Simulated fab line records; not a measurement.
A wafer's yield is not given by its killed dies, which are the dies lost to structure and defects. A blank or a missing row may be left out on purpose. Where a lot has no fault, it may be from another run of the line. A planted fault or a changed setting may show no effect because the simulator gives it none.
fab line records -- flow n5-finfet
record lots=5, wafers=15, last-day=19
route steps=1938 shown PMOS_HMC_CHANNEL_EPI@57 BEOL_M4@1111 PASSIVATION@1936
lots that met no fault: from a run of the same line without faults
start-h: the number of hours between the record's first day and the start of the first shown wafer of the lot -- wait-h: how many hours have passed since the lot's step before this one -- " as in the row above -- L1.1+2: several wafers, shown together as one row -- - either no value or no given start -- * or withheld: withheld -- < > ~ a bound
route shown NAME@n: a module of which the file shows steps, and the number in the route of the first -- usual: mean and standard deviation over wafers with no fault -- same: alike in all rows -- chamber/n: place in a boat -- sites: each site's reading -- _std_site: the standard deviation of these -- _edge_site: outer sites' mean less inner sites' -- radius-mm: for every site, how far away it sits from the centre of the wafer -- mask NAME#n: copy n -- behind: the most recent tool/chamber to have shaped the wafer -- hold: why the lot was held/for how many hours/how that ended -- device: the n, p or np transistor that did not switch -- end of line: the tests these same wafers got at the end of their route -- a step without rows: its recipe alone -- killed: the dies lost at the first sort to structure and to defects; this is not the yield of the wafer -- map: the dies of a wafer, with x for killed, . for not killed, _ for no die there
set.NAME: the setting that was run; set.NAME@STEP: the one run at that earlier step -- model.NAME: the simulator's own value behind a step, which no gauge read
certain route steps with their lots: each step a table, each wafer a row
services: a tool's chamber out of use, with start hour (start-h, from the record's first day; less than 0 if before it), hours out, and reason
## steps
# step N5_PMOS_HMC_CHANNEL_EPI_HM_DEP_34
# recipe material=SiO2, target-thk-a=360, temp-c=400, precursor=TEOS/O2, pressure-torr=6.5, rf-w=900, teos-flow-sccm=161.4, gas=O2, flow-sccm=2650, time-s=6.9
# usual heater-power-w=596/87, showerhead-plenum-p-Torr=8.34/0.03, showerhead-vpp-V=1833/99, throttle-valve-pct=18.2/1.1
lot.wafer,tool,chamber,start-h,wait-h,heater-power-w,showerhead-plenum-p-Torr,showerhead-vpp-V,throttle-valve-pct
L436.1,pecvd-01,0,28.56,0.0,548,8.32,1910,18.0
L436.2,pecvd-01,1,28.56,0.0,654,8.33,1713,16.6
L436.5,pecvd-01,1,28.56,0.0,655,8.34,1686,16.6
L437.1,pecvd-01,1,35.37,0.0,695,8.34,1691,16.8
L437.2,pecvd-01,0,35.37,0.0,601,8.33,1899,18.1
L437.3,pecvd-01,1,35.37,0.0,675,8.36,1704,16.8
L442.2,pecvd-01,1,64.82,0.0,677,8.35,1710,16.8
L442.5,pecvd-01,1,64.82,0.0,668,8.33,1748,16.7
L442.6,pecvd-01,2,64.82,0.0,502,8.35,1848,18.0
L452.3,pecvd-01,2,125.68,0.0,550,8.33,1858,18.3
L452.5,pecvd-01,2,125.68,0.0,553,8.34,1830,17.8
L452.6,pecvd-01,1,125.68,0.0,710,8.33,1723,16.7
L457.2,pecvd-04,1,155.55,0.0,668,8.38,1847,20.9
L457.3,pecvd-04,0,155.55,0.0,729,8.30,2064,18.8
L457.4,pecvd-04,1,155.55,0.0,686,8.39,1841,21.0
# step N5_PMOS_HMC_CHANNEL_EPI_COAT_31
# recipe resist=BARC, temp-c=205, time-s=60, spin-rpm=1500, resist-thk-nm=66
# step N5_PMOS_HMC_CHANNEL_EPI_COAT_03
# recipe resist=CAR-ArF-block, spin-rpm=1500, resist-thk-nm=205
# step N5_PMOS_HMC_CHANNEL_EPI_EBR_05
# recipe solvent=PGMEA, ebr-width-mm=1.5
# step N5_PMOS_HMC_CHANNEL_EPI_SOFTBAKE_04
# recipe temp-c=110, time-s=60, resist=CAR-ArF-block
# step N5_PMOS_HMC_CHANNEL_EPI_EXPOSE_06
# recipe mask-id=PMOS_HMC_BLK, na=1.35, source-shape=conventional, sigma-outer=0.8, polarization=unpolarized, target-cd-nm=240, dose-mj=41
# step N5_PMOS_HMC_CHANNEL_EPI_PEB_07
# recipe peb-temp-c=110, peb-time-s=60, resist=CAR-ArF-block
# step N5_PMOS_HMC_CHANNEL_EPI_DEVELOP_08
# recipe develop-time-s=30, developer=TMAH, resist=CAR-ArF-block, dev-temp-c=23, rinse-liquid=diw, dry=air-spin
# step N5_PMOS_HMC_CHANNEL_EPI_CD_MEAS_09
# recipe target-cd-nm=237.4, landing-energy-ev=500, detector=se-inlens
# usual cd-nm=237.8/0.94
lot.wafer,tool,chamber,start-h,wait-h,cd-nm
L436.1,cd-sem-01,0,28.98,-,238.7
L436.2,cd-sem-01,0,28.98,-,238.9
L436.5,cd-sem-01,0,28.98,-,239.3
L437.1,cd-sem-02,0,35.79,-,237.2
L437.2,cd-sem-02,0,35.79,-,236.7
L437.3,cd-sem-02,0,35.79,-,237.7
L442.2,cd-sem-02,0,65.22,-,236.7
L442.5,cd-sem-02,0,65.22,-,237.0
L442.6,cd-sem-02,0,65.22,-,237.9
L452.3,cd-sem-02,0,126.09,-,238.8
L452.5,cd-sem-02,0,126.09,-,238.8
L452.6,cd-sem-02,0,126.09,-,238.7
L457.2,cd-sem-02,0,155.83,-,235.4
L457.3,cd-sem-02,0,155.83,-,236.3
L457.4,cd-sem-02,0,155.83,-,236.7
# step N5_PMOS_HMC_CHANNEL_EPI_OVL_MEAS_10
# recipe points-per-wafer=44
# usual PMOS_HMC_BLK_OVL=0.2/0.65
lot.wafer,tool,chamber,start-h,wait-h,PMOS_HMC_BLK_OVL[nm]
L436.1,overlay-02,0,29.01,0.0,-0.4
L436.2,overlay-02,0,29.01,0.0,-0.8
L436.5,overlay-02,0,29.01,0.0,0.0
L437.1,overlay-02,0,35.82,0.0,-1.0
L437.2,overlay-02,0,35.82,0.0,0.0
L437.3,overlay-02,0,35.82,0.0,-0.4
L442.2,overlay-02,0,65.25,0.0,0.1
L442.5,overlay-02,0,65.25,0.0,0.4
L442.6,overlay-02,0,65.25,0.0,0.4
L452.3,overlay-01,0,126.11,0.0,0.5
L452.5,overlay-01,0,126.11,0.0,0.3
L452.6,overlay-01,0,126.11,0.0,-0.8
L457.2,overlay-01,0,155.85,0.0,-0.5
L457.3,overlay-01,0,155.85,0.0,0.5
L457.4,overlay-01,0,155.85,0.0,0.5
# step N5_PMOS_HMC_CHANNEL_EPI_INSPECT_11
# recipe mode=adi, inspect-instrument=macro
# usual raw-defect-count=2.1/1.4
lot.wafer,tool,chamber,start-h,wait-h,raw-defect-count
L436.1,defect-inspect-02,-,29.03,0.0,1
L436.2,defect-inspect-02,-,29.03,0.0,2
L436.5,defect-inspect-02,-,29.03,0.0,1
L437.1,defect-inspect-02,-,35.85,0.0,2
L437.2,defect-inspect-02,-,35.85,0.0,5
L437.3,defect-inspect-02,-,35.85,0.0,1
L442.2,defect-inspect-02,-,65.27,0.0,2
L442.5,defect-inspect-02,-,65.27,0.0,3
L442.6,defect-inspect-02,-,65.27,0.0,1
L452.3,defect-inspect-01,-,126.14,0.0,0
L452.5,defect-inspect-01,-,126.14,0.0,2
L452.6,defect-inspect-01,-,126.14,0.0,2
L457.2,defect-inspect-02,-,155.88,0.0,1
L457.3,defect-inspect-02,-,155.88,0.0,4
L457.4,defect-inspect-02,-,155.88,0.0,4
# step N5_PMOS_HMC_CHANNEL_EPI_DESCUM_14
# recipe chemistry=O2, time-s=7.9, source-power-w=50, bias-power-w=20, pressure-mtorr=20, rf-frequency-hz=2.712e+07, temp-c=40, resist=CAR-ArF-block, o2-flow-sccm=225
# usual bias-power-w=20.00/0.06, drypump-motor-current-A=5.6/0.34, oes-product-au=0.74/0.056, rf-vpp-V=242.8/1.2, showerhead-plenum-p-Torr=2.07/0.067, throttle-valve-pct=20.43/0.22
lot.wafer,tool,chamber,start-h,wait-h,bias-power-w,drypump-motor-current-A,oes-product-au,rf-hours-counter-h,rf-vpp-V,showerhead-plenum-p-Torr,throttle-valve-pct
L436.1,rie-diel-06,1,29.07,0.0,20.01,5.7,0.78,151,242.6,2.01,20.25
L436.2,rie-diel-06,2,29.07,0.0,20.03,5.2,0.75,164,244.6,2.19,20.43
L436.5,rie-diel-06,3,29.07,0.0,20.03,5.4,0.78,-,241.6,2.04,20.86
L437.1,rie-diel-04,1,35.88,0.0,19.95,6.3,0.73,189,240.8,1.99,20.52
L437.2,rie-diel-04,0,35.88,0.0,19.98,5.8,0.67,235,242.4,2.08,20.59
L437.3,rie-diel-04,2,35.88,0.0,20.01,5.3,0.77,123,243.4,2.20,20.50
L442.2,rie-diel-02,0,65.85,0.6,19.97,5.4,0.73,213,244.6,2.15,20.51
L442.5,rie-diel-02,1,65.85,0.6,20.05,6.0,0.76,-,242.1,1.99,20.00
L442.6,rie-diel-02,0,65.85,0.6,20.00,5.4,0.74,-,244.4,2.15,20.49
L452.3,rie-diel-02,0,126.56,0.4,19.87,5.4,0.71,234,243.2,2.14,20.52
L452.5,rie-diel-02,0,126.56,0.4,19.92,5.4,0.71,-,243.2,2.14,20.53
L452.6,rie-diel-02,3,126.56,0.4,20.00,5.7,0.73,-,242.5,2.07,20.70
L457.2,rie-diel-04,1,156.18,0.3,20.06,6.3,0.70,220,241.1,1.98,20.58
L457.3,rie-diel-04,0,156.18,0.3,19.92,5.8,0.97,7,241.4,2.08,20.25
L457.4,rie-diel-04,0,156.18,0.3,20.05,5.8,0.97,-,243.0,2.08,20.27
# step N5_PMOS_HMC_CHANNEL_EPI_ETCH_32
# recipe chemistry=N2/H2, target=BARC, stop-on=SiO2, target-depth-a=858, over-etch-frac=0.3, time-s=50.3, ion-energy-ev=200, mask-material=CAR-ArF-block, pressure-mtorr=30, source-w=840, bias-w=150, n2-flow-sccm=200, h2-flow-sccm=200
# usual bias-w=149.9/0.42, drypump-motor-current-A=5.6/0.35, oes-product-au=0.64/0.045, rf-vpp-V=523.2/2.3, showerhead-plenum-p-Torr=2.52/0.08, throttle-valve-pct=17.93/0.2
# same over-etch-frac=0.3
lot.wafer,tool,chamber,start-h,wait-h,bias-w,drypump-motor-current-A,oes-product-au,rf-hours-counter-h,rf-vpp-V,showerhead-plenum-p-Torr,throttle-valve-pct
L436.1,rie-diel-06,1,29.10,0.0,150.0,5.6,0.66,151,520.3,2.43,17.61
L436.2,rie-diel-06,2,29.10,0.0,149.2,5.2,0.64,164,525.8,2.66,17.94
L436.5,rie-diel-06,3,29.10,0.0,149.9,5.4,0.67,-,521.5,2.45,18.06
L437.1,rie-diel-04,1,35.92,0.0,150.0,6.3,0.61,189,520.1,2.43,18.12
L437.2,rie-diel-04,0,35.92,0.0,150.7,5.8,0.59,235,520.9,2.52,17.96
L437.3,rie-diel-04,2,35.92,0.0,150.0,5.2,0.68,123,527.8,2.68,18.06
L442.2,rie-diel-02,0,65.89,0.0,150.3,5.4,0.63,213,525.5,2.61,18.03
L442.5,rie-diel-02,1,65.89,0.0,150.1,6.0,0.65,-,521.1,2.45,17.61
L442.6,rie-diel-02,0,65.89,0.0,149.8,5.4,0.62,-,526.8,2.61,18.03
L452.3,rie-diel-02,0,126.60,0.0,149.9,5.4,0.62,234,525.5,2.60,18.06
L452.5,rie-diel-02,0,126.60,0.0,150.5,5.4,0.62,-,525.7,2.60,18.06
L452.6,rie-diel-02,3,126.60,0.0,143.4,5.7,0.63,-,510.0,2.52,18.18
L457.2,rie-diel-04,1,156.22,0.0,149.2,6.3,0.60,220,520.5,2.41,18.18
L457.3,rie-diel-04,0,156.22,0.0,150.2,5.8,0.83,7,522.8,2.51,17.57
L457.4,rie-diel-04,0,156.22,0.0,149.9,5.8,0.82,-,522.8,2.51,17.58
# step N5_PMOS_HMC_CHANNEL_EPI_HM_OPEN_15
# recipe chemistry=CHF3/O2, target=SiO2, mask-material=CAR-ArF-block, target-depth-a=406, CHF3_flow_sccm=50, O2_flow_sccm=5, Ar_flow_sccm=200, time-s=20.3, pressure-mtorr=30, source-w=650, bias-w=170, ion-energy-ev=200
# usual CHF3_flow_sccm=50.00/0.15, drypump-motor-current-A=5.6/0.35, oes_o_777_au=0.75/0.06, oes-product-au=0.74/0.056, rf-vpp-V=525/13, showerhead-plenum-p-Torr=2.39/0.07, throttle-valve-pct=18.91/0.18
lot.wafer,tool,chamber,start-h,wait-h,CHF3_flow_sccm,drypump-motor-current-A,oes_o_777_au,oes-product-au,rf-hours-counter-h,rf-vpp-V,showerhead-plenum-p-Torr,throttle-valve-pct
L436.1,rie-diel-06,1,29.14,0.0,50.16,5.7,0.79,0.78,151,527,2.33,18.82
L436.2,rie-diel-06,2,29.14,0.0,49.82,5.2,0.76,0.75,164,533,2.51,18.88
L436.5,rie-diel-06,3,29.14,0.0,49.91,5.4,0.79,0.78,-,531,2.33,19.14
L437.1,rie-diel-04,1,35.96,0.0,50.04,6.3,0.74,0.72,189,512,2.31,19.07
L437.2,rie-diel-04,0,35.96,0.0,49.99,5.8,0.72,0.68,235,508,2.38,18.95
L437.3,rie-diel-04,2,35.96,0.0,49.94,5.2,0.80,0.77,123,536,2.53,18.93
L442.2,rie-diel-02,0,65.93,0.0,50.09,5.4,0.71,0.72,213,531,2.48,19.05
L442.5,rie-diel-02,1,65.93,0.0,49.89,6.0,0.74,0.73,-,525,2.31,18.55
L442.6,rie-diel-02,0,65.93,0.0,50.01,5.5,0.71,0.72,-,532,2.48,19.06
L452.3,rie-diel-02,0,126.64,0.0,49.85,5.4,0.70,0.70,234,531,2.47,19.08
L452.5,rie-diel-02,0,126.64,0.0,49.96,5.4,0.70,0.70,-,533,2.47,19.08
L452.6,rie-diel-02,3,126.64,0.0,49.92,5.7,0.73,0.72,-,507,2.37,19.07
L457.2,rie-diel-04,1,156.26,0.0,49.94,6.3,0.72,0.70,220,513,2.30,19.12
L457.3,rie-diel-04,0,156.26,0.0,49.63,5.8,1.00,0.97,7,507,2.38,18.59
L457.4,rie-diel-04,0,156.26,0.0,49.94,5.8,1.00,0.97,-,508,2.38,18.57
# step N5_BEOL_M4_RC_MEAS_101
# usual DIBL_N=36.0/1.7, DIBL_P=36.2/1.9, IOFF_N=0.154/0.028, IOFF_P=0.21/0.036, ION_N=675/11, ION_P=463/8.3, SS_N=71.4/0.63, SS_P=73.2/0.55, VT_N=250.2/3, VT_P=-251/3.7
lot.wafer,tool,chamber,start-h,wait-h,DIBL_N[mV/V],DIBL_P[mV/V],IOFF_N[nA/um],IOFF_P[nA/um],ION_N[uA/um],ION_P[uA/um],SS_N[mV/dec],SS_P[mV/dec],VT_N[mV],VT_P[mV]
L437.1,prober-02,0,243.98,0.0,35.0,34.9,0.137,0.19,668,458,70.6,73.7,249.0,-252
L437.2,prober-02,0,243.98,0.0,37.1,36.2,0.167,0.22,678,463,71.9,73.6,248.0,-249
L437.3,prober-02,0,243.98,0.0,36.0,34.9,0.140,0.19,665,451,70.7,72.7,251.1,-251
L442.2,prober-01,0,276.47,0.2,35.3,37.1,0.151,0.21,679,471,70.7,73.5,249.1,-248
L442.5,prober-01,0,276.47,0.2,36.5,38.7,0.174,0.23,673,462,71.1,74.4,246.9,-250
L442.6,prober-01,0,276.47,0.2,35.8,37.8,0.161,0.22,690,473,71.5,73.3,249.3,-248
L436.1,prober-01,0,306.90,0.0,36.1,37.7,0.192,0.24,691,470,72.3,74.3,246.1,-250
L436.2,prober-01,0,306.90,0.0,35.2,36.8,0.161,0.22,682,468,71.5,74.2,249.8,-252
L436.5,prober-01,0,306.90,0.0,34.1,35.4,0.134,0.19,678,466,71.5,73.2,254.3,-252
L452.3,prober-02,0,339.73,0.3,35.9,36.0,0.158,0.23,666,465,71.2,73.2,251.2,-248
L452.5,prober-02,0,339.73,0.3,37.8,36.5,0.185,0.22,672,454,72.3,74.1,249.1,-250
L452.6,prober-02,0,339.73,0.3,36.9,36.5,0.172,0.23,682,468,72.4,73.1,246.2,-250
L457.2,prober-02,0,347.19,0.2,34.4,35.4,0.131,0.19,682,469,70.7,72.8,252.0,-249
L457.3,prober-02,0,347.19,0.2,40.2,41.1,0.244,0.28,697,463,72.4,74.3,245.3,-248
L457.4,prober-02,0,347.19,0.2,36.7,37.8,0.166,0.23,670,461,72.1,73.2,249.8,-246
# step N5_PASSIVATION_PROBE_49
# usual defect-limited-yield=90.9/1.4, killed_at_M0_to_M3=38/11, killed_at_M4_up=13/5.9, killed-at-contacts=14/6.4, killed-at-front-end=38/11, killed-at-other=3.3/2.5, killed-dies=107/16, killed-open=70/12, killed-short=35/7.7, sort_bin_4_leakage=0.00/0.007, sort_bin_5_function=5.3/0.94, sort_bin_6_memory=3.5/0.7, sort-n-pass=1073/16, sort-yield-pct=90.9/1.4
# same gross-dies=1180, killed-at-back-side=0, sort_bin_8_speed[%]=0
lot.wafer,tool,chamber,start-h,wait-h,defect-limited-yield[%],killed_at_M0_to_M3,killed_at_M4_up,killed-at-contacts,killed-at-front-end,killed-at-other,killed-dies,killed-open,killed-short,sort_bin_4_leakage[%],sort_bin_5_function[%],sort_bin_6_memory[%],sort-n-pass,sort-yield-pct[%]
L436.1,prober-02,-,418.35,0.0,91.4,44,8,12,37,1,102,66,36,0,5.5,2.8,1078,91.4
L436.2,prober-02,-,418.40,0.1,92.2,47,12,12,18,3,92,50,41,0,4.9,2.5,1088,92.2
L436.5,prober-02,-,418.55,0.2,91.3,36,12,6,47,2,103,59,43,0,5.2,3.4,1077,91.3
# killed by level:class
L436.1 STI_FIN_REVEAL:geometric-particle:open=13 BEOL_M2:geometric-particle:open=13 MOL_CONTACT_COAG:geometric-particle:open=10 BEOL_M0_SAQP:geometric-particle:open=10 BEOL_M0_SAQP:geometric-particle:short=8 BEOL_M2:geometric-particle:short=7 FIN_SAQP:geometric-particle:short=6 BEOL_M5:geometric-particle:open=5
L436.2 BEOL_M2:geometric-particle:open=14 MOL_CONTACT_COAG:geometric-particle:open=10 BEOL_M2:geometric-particle:short=10 BEOL_M0_SAQP:geometric-particle:short=9 BEOL_M0_SAQP:geometric-particle:open=7 FIN_SAQP:geometric-particle:short=5 BEOL_M1:geometric-particle:open=5 BEOL_M5:geometric-particle:short=5
L436.5 FIN_SAQP:geometric-particle:short=8 GATE_CUT:geometric-particle:short=8 STI_FIN_REVEAL:geometric-particle:open=7 BEOL_M2:geometric-particle:open=7 BEOL_M1:geometric-particle:open=6 BEOL_M3:geometric-particle:open=6 ILD0:geometric-particle:short=5 BEOL_M0_SAQP:geometric-particle:open=5
## services
tool,chamber,start-h,hours,kind
pecvd-01,-,10.60,2.8,pm
rie-diel-02,-,11.09,0.5,repair
pecvd-01,2,21.12,-,clean
pecvd-01,2,21.12,-,consumable-replace:showerhead
pecvd-01,2,21.12,29.0,scheduled-down
pecvd-01,2,21.12,29.0,vent-cycle
rie-diel-02,3,35.64,4.0,repair
pecvd-04,-,39.52,0.6,repair
pecvd-04,-,62.38,2.8,pm
rie-diel-02,-,70.01,0.2,repair
rie-diel-06,0,79.63,-,clean
rie-diel-06,0,79.63,-,consumable-replace:focus-ring
rie-diel-06,0,79.63,16.9,scheduled-down
rie-diel-04,0,87.25,-,clean
rie-diel-04,0,87.25,-,consumable-replace:focus-ring
rie-diel-04,0,87.25,21.7,scheduled-down
rie-diel-04,0,87.25,21.7,vent-cycle
pecvd-01,2,97.05,5.6,repair
pecvd-01,0,99.73,11.7,repair
rie-diel-06,0,104.78,5.5,repair
rie-diel-04,-,116.06,28.1,pm
pecvd-01,0,124.00,5.5,scheduled-down
pecvd-01,0,139.76,7.1,repair
rie-diel-02,1,154.13,5.4,repair
## key
first-sign step=N5_PMOS_HMC_CHANNEL_EPI_ETCH_32, reading=bias-w, direction=down, sigmas=16, usual=*, struck=*
effect step=N5_PMOS_HMC_CHANNEL_EPI_ETCH_32, reading=rf-vpp-V, direction=down, sigmas=5.7, usual=523.2, struck=510.0
met-at N5_PMOS_HMC_CHANNEL_EPI_ETCH_32
struck-wafers L452.6
fault kind=process-parameter-drift, tool=rie-diel-02, chamber=3, onset-h=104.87, steps=N5_PMOS_HMC_CHANNEL_EPI_ETCH_32, channel=bias-w, offset=*, shape=step, end-h=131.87, acts-in=*, stated=*
